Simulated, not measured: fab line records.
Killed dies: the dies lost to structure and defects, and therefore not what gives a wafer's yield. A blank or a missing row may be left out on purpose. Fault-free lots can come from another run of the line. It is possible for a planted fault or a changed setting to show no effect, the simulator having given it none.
fab line records || flow nandHarc || part 2 of 2: steps 30 to 41 of 41
[record] {"lots": 5, "wafers": 15, "lastDay": 23}
route steps=1159 shown A_CHANNEL_FILL_D1@497 A_STAIRCASE@519
lots that met no fault: from a run of the same line without faults
startH: hours from the record's first day to the start of the lot's first wafer shown || waitH: how many hours have passed since the lot's step before this one || " identical to the entry in the row above || L1.1+2: one row covering several wafers at once || - no value, or no start was given || * or withheld: withheld || < > ~ a bound
route shown NAME@n: names a module that has steps shown in the file, with the first one's number in the route || usual: mean/standard deviation taken from wafers without a fault || same: alike in all rows || chamber/n: place in a boat || sites: each site's reading || _std_site: standard deviation of those values || _edge_site: outer sites' mean less inner sites' || radiusMm: for every site, how far away it sits from the centre of the wafer || mask NAME#n: copy n || behind: the last tool/chamber to shape the wafer || hold: why the lot went on hold/how many hours it stayed there/how the hold came to an end || device: the transistor (n, p or np) that didn't switch || end of line: the same wafers' tests at the end of the route || a step given without rows: its recipe and nothing more || killed: at the first sort, the dies lost to defects and structure; wafer yield is something else || map: shows each die of a wafer: x if killed, . if not, _ if none is there
set.NAME: the setting as run; set.NAME@STEP: as run at that earlier step || model.NAME: the simulator's own value behind a step, which no gauge read
lots at selected steps of the route; one table per step, one row per wafer
services: the hour from which a tool's chamber was out of use, counted from the record's first day as startH (under 0 if before that day), plus the number of hours and why
[[steps]]
[step NHARC_A_STAIRCASE_DESCUM_168]
[recipe] {"timeS": 3, "o2FlowSccm": 200, "arFlowSccm": 0, "biasPowerW": 0, "chemistry": "O2"}
[usual] {"drypumpMotorCurrentA": "5.72/0.21", "oesProductAu": "0.996/0.0086", "rfVppV": "57.8/0.86", "showerheadPlenumPTorr": "1.90/0.098", "throttleValvePct": "11.311/0.0095"}
{"lot.wafer": "L074.1", "tool": "rieDiel-04", "chamber": 2, "startH": 236.43, "waitH": "-", "drypumpMotorCurrentA": 5.62, "oesProductAu": 1.007, "rfHoursCounterH": 46, "rfVppV": 59.8, "showerheadPlenumPTorr": 2.06, "throttleValvePct": 11.324}
{"lot.wafer": "L074.2", "tool": "rieDiel-04", "chamber": 3, "startH": 236.43, "waitH": "-", "drypumpMotorCurrentA": 6.01, "oesProductAu": 0.983, "rfHoursCounterH": 44, "rfVppV": 58.5, "showerheadPlenumPTorr": 1.98, "throttleValvePct": 11.306}
{"lot.wafer": "L074.6", "tool": "rieDiel-04", "chamber": 2, "startH": 236.43, "waitH": "-", "drypumpMotorCurrentA": 5.62, "oesProductAu": 0.996, "rfHoursCounterH": "-", "rfVppV": 57.6, "showerheadPlenumPTorr": 2.06, "throttleValvePct": 11.308}
{"lot.wafer": "L075.1", "tool": "rieDiel-04", "chamber": 2, "startH": 243.79, "waitH": "-", "drypumpMotorCurrentA": 5.63, "oesProductAu": 0.981, "rfHoursCounterH": 47, "rfVppV": 57.7, "showerheadPlenumPTorr": 2.06, "throttleValvePct": 11.301}
{"lot.wafer": "L075.3", "tool": "rieDiel-04", "chamber": 3, "startH": 243.79, "waitH": "-", "drypumpMotorCurrentA": 5.97, "oesProductAu": 0.975, "rfHoursCounterH": 45, "rfVppV": 58.3, "showerheadPlenumPTorr": 1.98, "throttleValvePct": 11.310}
{"lot.wafer": "L075.6", "tool": "rieDiel-04", "chamber": 1, "startH": 243.79, "waitH": "-", "drypumpMotorCurrentA": 5.49, "oesProductAu": 0.985, "rfHoursCounterH": "-", "rfVppV": 58.2, "showerheadPlenumPTorr": 1.89, "throttleValvePct": 11.314}
{"lot.wafer": "L077.3", "tool": "rieDiel-05", "chamber": 0, "startH": 249.51, "waitH": "-", "drypumpMotorCurrentA": 5.69, "oesProductAu": 0.984, "rfHoursCounterH": 32, "rfVppV": 59.6, "showerheadPlenumPTorr": 1.80, "throttleValvePct": 11.314}
{"lot.wafer": "L077.2", "tool": "rieDiel-05", "chamber": 1, "startH": 249.51, "waitH": "-", "drypumpMotorCurrentA": 5.73, "oesProductAu": 0.988, "rfHoursCounterH": 34, "rfVppV": 56.6, "showerheadPlenumPTorr": 1.82, "throttleValvePct": 11.302}
{"lot.wafer": "L077.6", "tool": "rieDiel-05", "chamber": 0, "startH": 249.51, "waitH": "-", "drypumpMotorCurrentA": 5.72, "oesProductAu": 0.992, "rfHoursCounterH": "-", "rfVppV": 58.5, "showerheadPlenumPTorr": 1.80, "throttleValvePct": 11.321}
{"lot.wafer": "L090.3", "tool": "rieDiel-04", "chamber": 3, "startH": 330.05, "waitH": "-", "drypumpMotorCurrentA": 5.96, "oesProductAu": 0.986, "rfHoursCounterH": 14, "rfVppV": 58.2, "showerheadPlenumPTorr": 1.97, "throttleValvePct": 11.324}
{"lot.wafer": "L090.2", "tool": "rieDiel-04", "chamber": 0, "startH": 330.05, "waitH": "-", "drypumpMotorCurrentA": 5.73, "oesProductAu": 0.990, "rfHoursCounterH": 14, "rfVppV": 57.7, "showerheadPlenumPTorr": 1.96, "throttleValvePct": 11.304}
{"lot.wafer": "L090.6", "tool": "rieDiel-04", "chamber": 0, "startH": 330.05, "waitH": "-", "drypumpMotorCurrentA": 5.72, "oesProductAu": 0.987, "rfHoursCounterH": "-", "rfVppV": 58.0, "showerheadPlenumPTorr": 1.96, "throttleValvePct": 11.310}
{"lot.wafer": "L093.2", "tool": "rieDiel-06", "chamber": 0, "startH": 344.47, "waitH": "-", "drypumpMotorCurrentA": 5.59, "oesProductAu": 0.996, "rfHoursCounterH": 35, "rfVppV": 57.4, "showerheadPlenumPTorr": 1.78, "throttleValvePct": 11.304}
{"lot.wafer": "L093.4", "tool": "rieDiel-06", "chamber": 1, "startH": 344.47, "waitH": "-", "drypumpMotorCurrentA": 6.22, "oesProductAu": 1.009, "rfHoursCounterH": 37, "rfVppV": 55.8, "showerheadPlenumPTorr": 1.80, "throttleValvePct": 11.299}
{"lot.wafer": "L093.6", "tool": "rieDiel-06", "chamber": 3, "startH": 344.47, "waitH": "-", "drypumpMotorCurrentA": 5.74, "oesProductAu": 1.001, "rfHoursCounterH": "-", "rfVppV": 57.6, "showerheadPlenumPTorr": 1.97, "throttleValvePct": 11.295}
[step NHARC_A_STAIRCASE_ETCH_169]
[recipe] {"targetDepthA": 500, "timeS": 107.1, "ionEnergyEv": 120, "ch3fFlowSccm": 50, "o2FlowSccm": 30, "arFlowSccm": 200, "rfW": 500, "biasW": 100, "chemistry": "CH3F/O2"}
[usual] {"biasW": "100.0/0.31", "drypumpMotorCurrentA": "5.71/0.2", "oesProductAu": "0.946/0.021", "rfVppV": "244.0/1.8", "showerheadPlenumPTorr": "2.44/0.12", "throttleValvePct": "20.664/0.0094"}
{"lot.wafer": "L074.2", "tool": "rieDiel-04", "chamber": 2, "startH": 236.53, "waitH": 0.1, "biasW": 99.9, "drypumpMotorCurrentA": 5.63, "oesProductAu": 0.964, "rfHoursCounterH": 46, "rfVppV": 244.8, "showerheadPlenumPTorr": 2.64, "throttleValvePct": 20.664}
{"lot.wafer": "L074.1", "tool": "rieDiel-04", "chamber": 3, "startH": 236.53, "waitH": 0.1, "biasW": 99.9, "drypumpMotorCurrentA": 5.95, "oesProductAu": 0.962, "rfHoursCounterH": 44, "rfVppV": 245.4, "showerheadPlenumPTorr": 2.55, "throttleValvePct": 20.661}
{"lot.wafer": "L074.6", "tool": "rieDiel-04", "chamber": 1, "startH": 236.53, "waitH": 0.1, "biasW": 99.8, "drypumpMotorCurrentA": 5.49, "oesProductAu": 0.976, "rfHoursCounterH": "-", "rfVppV": 245.0, "showerheadPlenumPTorr": 2.43, "throttleValvePct": 20.663}
{"lot.wafer": "L075.1", "tool": "rieDiel-04", "chamber": 1, "startH": 243.89, "waitH": 0.1, "biasW": 100.1, "drypumpMotorCurrentA": 5.51, "oesProductAu": 0.937, "rfHoursCounterH": 45, "rfVppV": 244.3, "showerheadPlenumPTorr": 2.43, "throttleValvePct": 20.659}
{"lot.wafer": "L075.3", "tool": "rieDiel-04", "chamber": 2, "startH": 243.89, "waitH": 0.1, "biasW": 99.7, "drypumpMotorCurrentA": 5.62, "oesProductAu": 0.944, "rfHoursCounterH": 47, "rfVppV": 245.9, "showerheadPlenumPTorr": 2.64, "throttleValvePct": 20.660}
{"lot.wafer": "L075.6", "tool": "rieDiel-04", "chamber": 1, "startH": 243.89, "waitH": 0.1, "biasW": 99.9, "drypumpMotorCurrentA": 5.50, "oesProductAu": 0.936, "rfHoursCounterH": "-", "rfVppV": 244.0, "showerheadPlenumPTorr": 2.43, "throttleValvePct": 20.669}
{"lot.wafer": "L077.3", "tool": "rieDiel-05", "chamber": 0, "startH": 249.61, "waitH": 0.1, "biasW": 99.9, "drypumpMotorCurrentA": 5.72, "oesProductAu": 0.960, "rfHoursCounterH": 32, "rfVppV": 243.2, "showerheadPlenumPTorr": 2.32, "throttleValvePct": 20.653}
{"lot.wafer": "L077.2", "tool": "rieDiel-05", "chamber": 1, "startH": 249.61, "waitH": 0.1, "biasW": 99.6, "drypumpMotorCurrentA": 5.74, "oesProductAu": 0.952, "rfHoursCounterH": 34, "rfVppV": 244.3, "showerheadPlenumPTorr": 2.34, "throttleValvePct": 20.657}
{"lot.wafer": "L077.6", "tool": "rieDiel-05", "chamber": 0, "startH": 249.61, "waitH": 0.1, "biasW": 99.9, "drypumpMotorCurrentA": 5.72, "oesProductAu": 0.962, "rfHoursCounterH": "-", "rfVppV": 241.9, "showerheadPlenumPTorr": 2.32, "throttleValvePct": 20.679}
{"lot.wafer": "L090.2", "tool": "rieDiel-04", "chamber": 0, "startH": 330.26, "waitH": 0.2, "biasW": 99.8, "drypumpMotorCurrentA": 5.66, "oesProductAu": 0.947, "rfHoursCounterH": 14, "rfVppV": 245.8, "showerheadPlenumPTorr": 2.52, "throttleValvePct": 20.670}
{"lot.wafer": "L090.3", "tool": "rieDiel-04", "chamber": 1, "startH": 330.26, "waitH": 0.2, "biasW": 99.7, "drypumpMotorCurrentA": 5.51, "oesProductAu": 0.943, "rfHoursCounterH": 13, "rfVppV": 243.7, "showerheadPlenumPTorr": 2.42, "throttleValvePct": 20.663}
{"lot.wafer": "L090.6", "tool": "rieDiel-04", "chamber": 0, "startH": 330.26, "waitH": 0.2, "biasW": 99.6, "drypumpMotorCurrentA": 5.68, "oesProductAu": 0.945, "rfHoursCounterH": "-", "rfVppV": 245.5, "showerheadPlenumPTorr": 2.52, "throttleValvePct": 20.652}
{"lot.wafer": "L093.4", "tool": "rieDiel-06", "chamber": 2, "startH": 344.55, "waitH": 0.1, "biasW": 100.0, "drypumpMotorCurrentA": 5.71, "oesProductAu": 0.968, "rfHoursCounterH": 36, "rfVppV": 241.3, "showerheadPlenumPTorr": 2.31, "throttleValvePct": 20.661}
{"lot.wafer": "L093.2", "tool": "rieDiel-06", "chamber": 0, "startH": 344.55, "waitH": 0.1, "biasW": 100.0, "drypumpMotorCurrentA": 5.60, "oesProductAu": 0.965, "rfHoursCounterH": 35, "rfVppV": 241.3, "showerheadPlenumPTorr": 2.29, "throttleValvePct": 20.670}
{"lot.wafer": "L093.6", "tool": "rieDiel-06", "chamber": 1, "startH": 344.55, "waitH": 0.1, "biasW": 100.3, "drypumpMotorCurrentA": 6.17, "oesProductAu": 0.980, "rfHoursCounterH": "-", "rfVppV": 241.5, "showerheadPlenumPTorr": 2.31, "throttleValvePct": 20.654}
[step NHARC_A_STAIRCASE_ETCH_170]
[recipe] {"targetDepthA": 2000, "timeS": 66.667, "ionEnergyEv": 250, "c4f6FlowSccm": 25, "o2FlowSccm": 20, "arFlowSccm": 500, "rfW": 600, "biasW": 500, "chemistry": "C4F6/O2"}
[usual] {"biasW": "500.1/1.3", "drypumpMotorCurrentA": "5.71/0.2", "oesProductAu": "0.967/0.015", "rfVppV": "546/3.8", "showerheadPlenumPTorr": "3.89/0.18", "throttleValvePct": "26.903/0.0098"}
{"lot.wafer": "L074.1", "tool": "rieDiel-04", "chamber": 1, "startH": "-", "waitH": "-", "biasW": 499.3, "drypumpMotorCurrentA": 5.53, "oesProductAu": 0.978, "rfHoursCounterH": 44, "rfVppV": 546, "showerheadPlenumPTorr": 3.89, "throttleValvePct": 26.898}
{"lot.wafer": "L074.2", "tool": "rieDiel-04", "chamber": 2, "startH": "-", "waitH": "-", "biasW": 500.6, "drypumpMotorCurrentA": 5.62, "oesProductAu": 0.973, "rfHoursCounterH": 46, "rfVppV": 553, "showerheadPlenumPTorr": 4.20, "throttleValvePct": 26.895}
{"lot.wafer": "L074.6", "tool": "rieDiel-04", "chamber": 2, "startH": "-", "waitH": "-", "biasW": 502.2, "drypumpMotorCurrentA": 5.63, "oesProductAu": 0.972, "rfHoursCounterH": "-", "rfVppV": 552, "showerheadPlenumPTorr": 4.20, "throttleValvePct": 26.875}
{"lot.wafer": "L075.3", "tool": "rieDiel-04", "chamber": 0, "startH": "-", "waitH": "-", "biasW": 498.7, "drypumpMotorCurrentA": 5.75, "oesProductAu": 0.976, "rfHoursCounterH": 44, "rfVppV": 551, "showerheadPlenumPTorr": 4.04, "throttleValvePct": 26.907}
{"lot.wafer": "L075.1", "tool": "rieDiel-04", "chamber": 3, "startH": "-", "waitH": "-", "biasW": 500.4, "drypumpMotorCurrentA": 5.97, "oesProductAu": 0.956, "rfHoursCounterH": 45, "rfVppV": 550, "showerheadPlenumPTorr": 4.06, "throttleValvePct": 26.895}
{"lot.wafer": "L075.6", "tool": "rieDiel-04", "chamber": 1, "startH": "-", "waitH": "-", "biasW": 501.5, "drypumpMotorCurrentA": 5.52, "oesProductAu": 0.952, "rfHoursCounterH": "-", "rfVppV": 546, "showerheadPlenumPTorr": 3.88, "throttleValvePct": 26.904}
{"lot.wafer": "L077.2", "tool": "rieDiel-05", "chamber": 0, "startH": "-", "waitH": "-", "biasW": 496.7, "drypumpMotorCurrentA": 5.70, "oesProductAu": 0.979, "rfHoursCounterH": 32, "rfVppV": 543, "showerheadPlenumPTorr": 3.71, "throttleValvePct": 26.917}
{"lot.wafer": "L077.3", "tool": "rieDiel-05", "chamber": 2, "startH": "-", "waitH": "-", "biasW": 499.7, "drypumpMotorCurrentA": 5.35, "oesProductAu": 0.981, "rfHoursCounterH": 28, "rfVppV": 545, "showerheadPlenumPTorr": 3.90, "throttleValvePct": 26.903}
{"lot.wafer": "L077.6", "tool": "rieDiel-05", "chamber": 0, "startH": "-", "waitH": "-", "biasW": 499.3, "drypumpMotorCurrentA": 5.73, "oesProductAu": 0.971, "rfHoursCounterH": "-", "rfVppV": 543, "showerheadPlenumPTorr": 3.71, "throttleValvePct": 26.907}
{"lot.wafer": "L090.2", "tool": "rieDiel-04", "chamber": 1, "startH": "-", "waitH": "-", "biasW": 501.4, "drypumpMotorCurrentA": 5.53, "oesProductAu": 0.970, "rfHoursCounterH": 13, "rfVppV": 545, "showerheadPlenumPTorr": 3.87, "throttleValvePct": 26.910}
{"lot.wafer": "L090.3", "tool": "rieDiel-04", "chamber": 2, "startH": "-", "waitH": "-", "biasW": 502.3, "drypumpMotorCurrentA": 5.61, "oesProductAu": 0.966, "rfHoursCounterH": 4, "rfVppV": 552, "showerheadPlenumPTorr": 4.18, "throttleValvePct": 26.896}
{"lot.wafer": "L090.6", "tool": "rieDiel-04", "chamber": 1, "startH": "-", "waitH": "-", "biasW": 500.5, "drypumpMotorCurrentA": 5.55, "oesProductAu": 0.964, "rfHoursCounterH": "-", "rfVppV": 546, "showerheadPlenumPTorr": 3.87, "throttleValvePct": 26.911}
{"lot.wafer": "L093.2", "tool": "rieDiel-06", "chamber": 3, "startH": "-", "waitH": "-", "biasW": 499.4, "drypumpMotorCurrentA": 5.77, "oesProductAu": 0.976, "rfHoursCounterH": 35, "rfVppV": 548, "showerheadPlenumPTorr": 4.03, "throttleValvePct": 26.899}
{"lot.wafer": "L093.4", "tool": "rieDiel-06", "chamber": 2, "startH": "-", "waitH": "-", "biasW": 500.7, "drypumpMotorCurrentA": 5.69, "oesProductAu": 0.981, "rfHoursCounterH": 37, "rfVppV": 540, "showerheadPlenumPTorr": 3.70, "throttleValvePct": 26.901}
{"lot.wafer": "L093.6", "tool": "rieDiel-06", "chamber": 0, "startH": "-", "waitH": "-", "biasW": 502.1, "drypumpMotorCurrentA": 5.61, "oesProductAu": 0.966, "rfHoursCounterH": "-", "rfVppV": 541, "showerheadPlenumPTorr": 3.67, "throttleValvePct": 26.910}
[step NHARC_A_STAIRCASE_STRIP_171]
[recipe] {"powerW": 1500, "tempC": 250, "chemistry": "O2"}
[usual] {"drypumpMotorCurrentA": "5.77/0.052", "heaterPowerW": "334/30"}
{"lot.wafer": "L074.2", "tool": "plasmaAsher-02", "chamber": 0, "startH": 236.76, "waitH": "-", "drypumpMotorCurrentA": 5.83, "heaterPowerW": 290, "rfHoursCounterH": 14}
{"lot.wafer": "L074.1", "tool": "plasmaAsher-02", "chamber": 1, "startH": 236.76, "waitH": "-", "drypumpMotorCurrentA": 5.72, "heaterPowerW": 368, "rfHoursCounterH": 14}
{"lot.wafer": "L074.6", "tool": "plasmaAsher-02", "chamber": 1, "startH": 236.76, "waitH": "-", "drypumpMotorCurrentA": 5.74, "heaterPowerW": 359, "rfHoursCounterH": "-"}
{"lot.wafer": "L075.1", "tool": "plasmaAsher-01", "chamber": 1, "startH": 244.19, "waitH": "-", "drypumpMotorCurrentA": 5.74, "heaterPowerW": 324, "rfHoursCounterH": 47}
{"lot.wafer": "L075.3", "tool": "plasmaAsher-01", "chamber": 0, "startH": 244.19, "waitH": "-", "drypumpMotorCurrentA": 5.73, "heaterPowerW": 368, "rfHoursCounterH": "-"}
{"lot.wafer": "L075.6", "tool": "plasmaAsher-01", "chamber": 1, "startH": 244.19, "waitH": "-", "drypumpMotorCurrentA": 5.73, "heaterPowerW": 323, "rfHoursCounterH": "-"}
{"lot.wafer": "L077.2", "tool": "plasmaAsher-01", "chamber": 0, "startH": 249.88, "waitH": "-", "drypumpMotorCurrentA": 5.71, "heaterPowerW": 360, "rfHoursCounterH": 50}
{"lot.wafer": "L077.3", "tool": "plasmaAsher-01", "chamber": 0, "startH": 249.88, "waitH": "-", "drypumpMotorCurrentA": 5.71, "heaterPowerW": 357, "rfHoursCounterH": "-"}
{"lot.wafer": "L077.6", "tool": "plasmaAsher-01", "chamber": 1, "startH": 249.88, "waitH": "-", "drypumpMotorCurrentA": 5.75, "heaterPowerW": 318, "rfHoursCounterH": "-"}
{"lot.wafer": "L090.2", "tool": "plasmaAsher-02", "chamber": 0, "startH": 330.49, "waitH": "-", "drypumpMotorCurrentA": 5.81, "heaterPowerW": 303, "rfHoursCounterH": 45}
{"lot.wafer": "L090.3", "tool": "plasmaAsher-02", "chamber": 1, "startH": 330.49, "waitH": "-", "drypumpMotorCurrentA": 5.73, "heaterPowerW": 358, "rfHoursCounterH": "-"}
{"lot.wafer": "L090.6", "tool": "plasmaAsher-02", "chamber": 1, "startH": 330.49, "waitH": "-", "drypumpMotorCurrentA": 5.74, "heaterPowerW": 358, "rfHoursCounterH": "-"}
{"lot.wafer": "L093.2", "tool": "plasmaAsher-02", "chamber": 1, "startH": 344.84, "waitH": "-", "drypumpMotorCurrentA": 5.73, "heaterPowerW": 357, "rfHoursCounterH": 50}
{"lot.wafer": "L093.4", "tool": "plasmaAsher-02", "chamber": 1, "startH": 344.84, "waitH": "-", "drypumpMotorCurrentA": 5.73, "heaterPowerW": 358, "rfHoursCounterH": "-"}
{"lot.wafer": "L093.6", "tool": "plasmaAsher-02", "chamber": 1, "startH": 344.84, "waitH": "-", "drypumpMotorCurrentA": 5.71, "heaterPowerW": 366, "rfHoursCounterH": "-"}
[step NHARC_A_STAIRCASE_STRIP_172]
[recipe] {"timeS": 900, "tempC": 130, "chemistry": "SPM"}
{"lot.wafer": "L074.2+1+6", "tool": "wetBench-05", "chamber": "4,5,6", "startH": 237.14, "waitH": 0.3}
{"lot.wafer": "L075.1+6+3", "tool": "wetBench-05", "chamber": "2,3,4", "startH": 244.51, "waitH": 0.3}
{"lot.wafer": "L077.2+3+6", "tool": "wetBench-01", "chamber": "0,1,4", "startH": 250.18, "waitH": 0.3}
{"lot.wafer": "L090.2+3+6", "tool": "wetBench-01", "chamber": "5,6,0", "startH": 330.84, "waitH": 0.3}
{"lot.wafer": "L093.2+4+6", "tool": "wetBench-05", "chamber": "7,1,4", "startH": 345.14, "waitH": 0.3}
[step NHARC_A_STAIRCASE_PRECLEAN_173]
[recipe] {"timeS": "*", "tempC": 50, "bathAgeMin": 0, "chemistry": "SC1"}
[usual] {"h2o2FlowMLMin": "56.61/0.18"}
{"lot.wafer": "L074.2", "tool": "wetBench-05", "chamber": 4, "startH": "-", "waitH": "-", "h2o2FlowMLMin": 56.50}
{"lot.wafer": "L074.1", "tool": "wetBench-05", "chamber": 5, "startH": "-", "waitH": "-", "h2o2FlowMLMin": 56.40}
{"lot.wafer": "L074.6", "tool": "wetBench-05", "chamber": 6, "startH": "-", "waitH": "-", "h2o2FlowMLMin": 57.00}
{"lot.wafer": "L075.1", "tool": "wetBench-05", "chamber": 2, "startH": "-", "waitH": "-", "h2o2FlowMLMin": 56.51}
{"lot.wafer": "L075.6", "tool": "wetBench-05", "chamber": 3, "startH": "-", "waitH": "-", "h2o2FlowMLMin": 56.91}
{"lot.wafer": "L075.3", "tool": "wetBench-05", "chamber": 4, "startH": "-", "waitH": "-", "h2o2FlowMLMin": 56.84}
{"lot.wafer": "L077.2", "tool": "wetBench-01", "chamber": 0, "startH": "-", "waitH": "-", "h2o2FlowMLMin": 56.64}
{"lot.wafer": "L077.3", "tool": "wetBench-01", "chamber": 1, "startH": "-", "waitH": "-", "h2o2FlowMLMin": 56.54}
{"lot.wafer": "L077.6", "tool": "wetBench-01", "chamber": 4, "startH": "-", "waitH": "-", "h2o2FlowMLMin": 56.67}
{"lot.wafer": "L090.2", "tool": "wetBench-01", "chamber": 5, "startH": "-", "waitH": "-", "h2o2FlowMLMin": 56.60}
{"lot.wafer": "L090.3", "tool": "wetBench-01", "chamber": 6, "startH": "-", "waitH": "-", "h2o2FlowMLMin": 56.45}
{"lot.wafer": "L090.6", "tool": "wetBench-01", "chamber": 0, "startH": "-", "waitH": "-", "h2o2FlowMLMin": 56.32}
{"lot.wafer": "L093.2", "tool": "wetBench-05", "chamber": 7, "startH": "-", "waitH": "-", "h2o2FlowMLMin": 56.66}
{"lot.wafer": "L093.4", "tool": "wetBench-05", "chamber": 1, "startH": "-", "waitH": "-", "h2o2FlowMLMin": 56.36}
{"lot.wafer": "L093.6", "tool": "wetBench-05", "chamber": 4, "startH": "-", "waitH": "-", "h2o2FlowMLMin": 56.58}
[step NHARC_A_STAIRCASE_SRD_174]
{"lot.wafer": "L074.2+1+6", "tool": "wetBench-05", "chamber": "4,5,6", "startH": "-", "waitH": "-"}
{"lot.wafer": "L075.1+6+3", "tool": "wetBench-05", "chamber": "2,3,4", "startH": "-", "waitH": "-"}
{"lot.wafer": "L077.2+3+6", "tool": "wetBench-01", "chamber": "0,1,4", "startH": "-", "waitH": "-"}
{"lot.wafer": "L090.2+3+6", "tool": "wetBench-01", "chamber": "5,6,0", "startH": "-", "waitH": "-"}
{"lot.wafer": "L093.2+4+6", "tool": "wetBench-05", "chamber": "7,1,4", "startH": "-", "waitH": "-"}
[step NHARC_A_STAIRCASE_DEHYDRATE_01]
[recipe] {"tempC": 150, "timeS": 120}
{"lot.wafer": "L074.1+2+6", "tool": "lithoTrack-03", "chamber": 0, "startH": 237.57, "waitH": "-"}
{"lot.wafer": "L075.1+3+6", "tool": "lithoTrack-07", "chamber": 0, "startH": 244.97, "waitH": "-"}
{"lot.wafer": "L077.2+3+6", "tool": "lithoTrack-07", "chamber": 0, "startH": 250.63, "waitH": "-"}
{"lot.wafer": "L090.2+3+6", "tool": "lithoTrack-07", "chamber": 0, "startH": 331.30, "waitH": "-"}
{"lot.wafer": "L093.2+4+6", "tool": "lithoTrack-07", "chamber": 0, "startH": 345.60, "waitH": "-"}
[step NHARC_A_STAIRCASE_HMDS_02]
[recipe] {"timeS": 30}
{"lot.wafer": "L074.1+2+6", "tool": "lithoTrack-03", "chamber": 0, "startH": "-", "waitH": "-"}
{"lot.wafer": "L075.1+3+6", "tool": "lithoTrack-07", "chamber": 0, "startH": "-", "waitH": "-"}
{"lot.wafer": "L077.2+3+6", "tool": "lithoTrack-07", "chamber": 0, "startH": "-", "waitH": "-"}
{"lot.wafer": "L090.2+3+6", "tool": "lithoTrack-07", "chamber": 0, "startH": "-", "waitH": "-"}
{"lot.wafer": "L093.2+4+6", "tool": "lithoTrack-07", "chamber": 0, "startH": "-", "waitH": "-"}
[step NHARC_A_STAIRCASE_COAT_03]
[recipe] {"spinRpm": 1200}
{"lot.wafer": "L074.1+2+6", "tool": "lithoTrack-03", "chamber": 0, "startH": "-", "waitH": "-"}
{"lot.wafer": "L075.1+3+6", "tool": "lithoTrack-07", "chamber": 0, "startH": "-", "waitH": "-"}
{"lot.wafer": "L077.2+3+6", "tool": "lithoTrack-07", "chamber": 0, "startH": "-", "waitH": "-"}
{"lot.wafer": "L090.2+3+6", "tool": "lithoTrack-07", "chamber": 0, "startH": "-", "waitH": "-"}
{"lot.wafer": "L093.2+4+6", "tool": "lithoTrack-07", "chamber": 0, "startH": "-", "waitH": "-"}
[step NHARC_A_STAIRCASE_SOFTBAKE_04]
[recipe] {"tempC": 135, "timeS": 170}
{"lot.wafer": "L074.1+2+6", "tool": "lithoTrack-03", "chamber": 0, "startH": "-", "waitH": "-"}
{"lot.wafer": "L075.1+3+6", "tool": "lithoTrack-07", "chamber": 0, "startH": "-", "waitH": "-"}
{"lot.wafer": "L077.2+3+6", "tool": "lithoTrack-07", "chamber": 0, "startH": "-", "waitH": "-"}
{"lot.wafer": "L090.2+3+6", "tool": "lithoTrack-07", "chamber": 0, "startH": "-", "waitH": "-"}
{"lot.wafer": "L093.2+4+6", "tool": "lithoTrack-07", "chamber": 0, "startH": "-", "waitH": "-"}
[step NHARC_A_STAIRCASE_EBR_05]
{"lot.wafer": "L074.1+2+6", "tool": "lithoTrack-03", "chamber": 0, "startH": "-", "waitH": "-"}
{"lot.wafer": "L075.1+3+6", "tool": "lithoTrack-07", "chamber": 0, "startH": "-", "waitH": "-"}
{"lot.wafer": "L077.2+3+6", "tool": "lithoTrack-07", "chamber": 0, "startH": "-", "waitH": "-"}
{"lot.wafer": "L090.2+3+6", "tool": "lithoTrack-07", "chamber": 0, "startH": "-", "waitH": "-"}
{"lot.wafer": "L093.2+4+6", "tool": "lithoTrack-07", "chamber": 0, "startH": "-", "waitH": "-"}
[[services]]
{"tool": "wetBench-02", "chamber": "-", "startH": 180.00, "hours": 8.0, "kind": "pm"}
{"tool": "plasmaAsher-02", "chamber": "-", "startH": 183.67, "hours": 9.0, "kind": "pm"}
{"tool": "lithoTrack-07", "chamber": "-", "startH": 189.00, "hours": 7.0, "kind": "pm"}
{"tool": "pecvd-04", "chamber": "-", "startH": 195.32, "hours": 13.0, "kind": "pm"}
{"tool": "wetBench-05", "chamber": "-", "startH": 196.84, "hours": 8.0, "kind": "pm"}
{"tool": "lithoTrack-03", "chamber": "-", "startH": 213.00, "hours": 7.0, "kind": "pm"}
{"tool": "wetBench-01", "chamber": "-", "startH": 213.60, "hours": 8.0, "kind": "pm"}
{"tool": "rieDiel-10", "chamber": 0, "startH": 224.04, "hours": 5.8, "kind": "repair"}
{"tool": "wetBench-02", "chamber": "-", "startH": 228.22, "hours": 1.0, "kind": "repair"}
{"tool": "rieDiel-09", "chamber": "-", "startH": 254.10, "hours": 9.0, "kind": "pm"}
{"tool": "krfScanner-04", "chamber": "-", "startH": 256.39, "hours": 10.7, "kind": "repair"}
{"tool": "pecvd-04", "chamber": "-", "startH": 269.95, "hours": 1.4, "kind": "repair"}
{"tool": "rieDiel-04", "chamber": "-", "startH": 275.37, "hours": 1.1, "kind": "repair"}
{"tool": "rieDiel-09", "chamber": 0, "startH": 288.13, "hours": 14.4, "kind": "repair"}
{"tool": "rieDiel-04", "chamber": "-", "startH": 289.03, "hours": 9.0, "kind": "pm"}
{"tool": "krfScanner-04", "chamber": "-", "startH": 298.00, "hours": 4.0, "kind": "pm"}
{"tool": "rieDiel-09", "chamber": 3, "startH": 301.91, "hours": 18.4, "kind": "repair"}
{"tool": "rieDiel-04", "chamber": 2, "startH": 307.44, "hours": 18.4, "kind": "repair"}
{"tool": "wetBench-03", "chamber": "-", "startH": 322.40, "hours": 8.0, "kind": "pm"}
{"tool": "rieDiel-09", "chamber": "-", "startH": 329.72, "hours": 0.4, "kind": "repair"}
{"tool": "lpcvdPoly-03", "chamber": "-", "startH": 336.99, "hours": 5.7, "kind": "repair"}
{"tool": "wetBench-04", "chamber": "-", "startH": 339.20, "hours": 8.0, "kind": "pm"}
{"tool": "lithoTrack-02", "chamber": "-", "startH": 340.00, "hours": 7.0, "kind": "pm"}
{"tool": "rieDiel-09", "chamber": 0, "startH": 342.52, "hours": 5.1, "kind": "repair"}
